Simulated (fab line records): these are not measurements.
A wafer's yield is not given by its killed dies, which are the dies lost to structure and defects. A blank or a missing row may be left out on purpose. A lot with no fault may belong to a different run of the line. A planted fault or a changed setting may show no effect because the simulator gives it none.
Matching of chambers :: flow nand_harc :: 4 sister chambers for NHARC_A_DECK1_JOINT_ETCHBACK_00 on rie_si-04
The step etches the open film in HBr, target depth 30 nm, time 17.4 s. 14 wafers are shown with their chamber, then 7 later ones without.

## WAFERS WITH THEIR CHAMBER
wafer: L668.1
chamber: 2
drypump_motor_current_A (A): 5.3
oes_product_au (a.u.): 1.025
throttle_valve_pct (%): 23.264

wafer: L668.3
chamber: 0
drypump_motor_current_A (A): 6.3
oes_product_au (a.u.): 1.022
throttle_valve_pct (%): 23.262

wafer: L668.5
chamber: 3
drypump_motor_current_A (A): 6.6
oes_product_au (a.u.): 0.970
throttle_valve_pct (%): 23.278

wafer: L671.2
chamber: 2
drypump_motor_current_A (A): 5.3
oes_product_au (a.u.): 1.024
throttle_valve_pct (%): 23.280

wafer: L671.3
chamber: 1
drypump_motor_current_A (A): 6.2
oes_product_au (a.u.): 1.003
throttle_valve_pct (%): 23.264

wafer: L671.6
chamber: 1
drypump_motor_current_A (A): 6.3
oes_product_au (a.u.): 0.999
throttle_valve_pct (%): 23.266

wafer: L676.3
chamber: 2
drypump_motor_current_A (A): 5.3
oes_product_au (a.u.): 1.014
throttle_valve_pct (%): 23.261

wafer: L676.5
chamber: 2
drypump_motor_current_A (A): 5.3
oes_product_au (a.u.): 1.006
throttle_valve_pct (%): 23.242

wafer: L676.6
chamber: 1
drypump_motor_current_A (A): 6.3
oes_product_au (a.u.): 0.996
throttle_valve_pct (%): 23.265

wafer: L680.1
chamber: 3
drypump_motor_current_A (A): 6.6
oes_product_au (a.u.): 1.002
throttle_valve_pct (%): 23.273

wafer: L680.3
chamber: 2
drypump_motor_current_A (A): 5.3
oes_product_au (a.u.): 1.003
throttle_valve_pct (%): 23.267

wafer: L680.4
chamber: 1
drypump_motor_current_A (A): 6.3
oes_product_au (a.u.): 0.980
throttle_valve_pct (%): 23.264

wafer: L685.3
chamber: 1
drypump_motor_current_A (A): 6.3
oes_product_au (a.u.): 1.003
throttle_valve_pct (%): 23.259

wafer: L685.5
chamber: 2
drypump_motor_current_A (A): 5.3
oes_product_au (a.u.): 1.014
throttle_valve_pct (%): 23.264

SIGNATURES, as means of the wafers listed above
reading: drypump_motor_current_A
chamber 0: 6.300
chamber 1: 6.280
chamber 2: 5.300
chamber 3: 6.600
scatter within a chamber: 0.0283

reading: oes_product_au
chamber 0: 1.02200
chamber 1: 0.99620
chamber 2: 1.01433
chamber 3: 0.98600
scatter within a chamber: 0.0113

reading: throttle_valve_pct
chamber 0: 23.26200
chamber 1: 23.26360
chamber 2: 23.26300
chamber 3: 23.27550
scatter within a chamber: 0.00891
Rule: a wafer lies at a distance from a chamber equal to the root of the sum of squares, over the readings, of (its reading less the chamber's mean, divided by the reading's scatter). The wafer belongs to the nearest chamber; if the next one is less than 2 further off, it can't be placed. The scatter: take each reading less its chamber's mean, square it, sum over the shown wafers, divide by the number of wafers less the number of chambers, and take the root.

## WAFERS WITH NO CHAMBER GIVEN
wafer: L685.6
drypump_motor_current_A (A): 6.3
oes_product_au (a.u.): 1.007
throttle_valve_pct (%): 23.273

wafer: L686.2
drypump_motor_current_A (A): 6.3
oes_product_au (a.u.): 0.985
throttle_valve_pct (%): 23.271

wafer: L686.3
drypump_motor_current_A (A): 6.6
oes_product_au (a.u.): 0.998
throttle_valve_pct (%): 23.261

wafer: L686.5
drypump_motor_current_A (A): 6.3
oes_product_au (a.u.): 1.009
throttle_valve_pct (%): 23.260

wafer: L687.3
drypump_motor_current_A (A): 6.6
oes_product_au (a.u.): 0.991
throttle_valve_pct (%): 23.267

wafer: L687.4
drypump_motor_current_A (A): 6.3
oes_product_au (a.u.): 0.980
throttle_valve_pct (%): 23.252

wafer: L687.6
drypump_motor_current_A (A): 6.3
oes_product_au (a.u.): 1.014
throttle_valve_pct (%): 23.255

## WHICH CHAMBER EACH ONE RAN IN
wafer: L685.6
from the rows above: can't be placed: 1 or 0
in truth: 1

wafer: L686.2
from the rows above: can't be placed: 1 or 0
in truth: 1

wafer: L686.3
from the rows above: 3
in truth: 3

wafer: L686.5
from the rows above: can't be placed: 0 or 1
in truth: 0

wafer: L687.3
from the rows above: 3
in truth: 3

wafer: L687.4
from the rows above: can't be placed: 1 or 0
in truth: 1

wafer: L687.6
from the rows above: can't be placed: 0 or 1
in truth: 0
Correctly placed: 2 of 7. Cannot be placed on the basis of these rows: 5; the candidates contain the true chamber in 5. Number placed wrongly: 0.
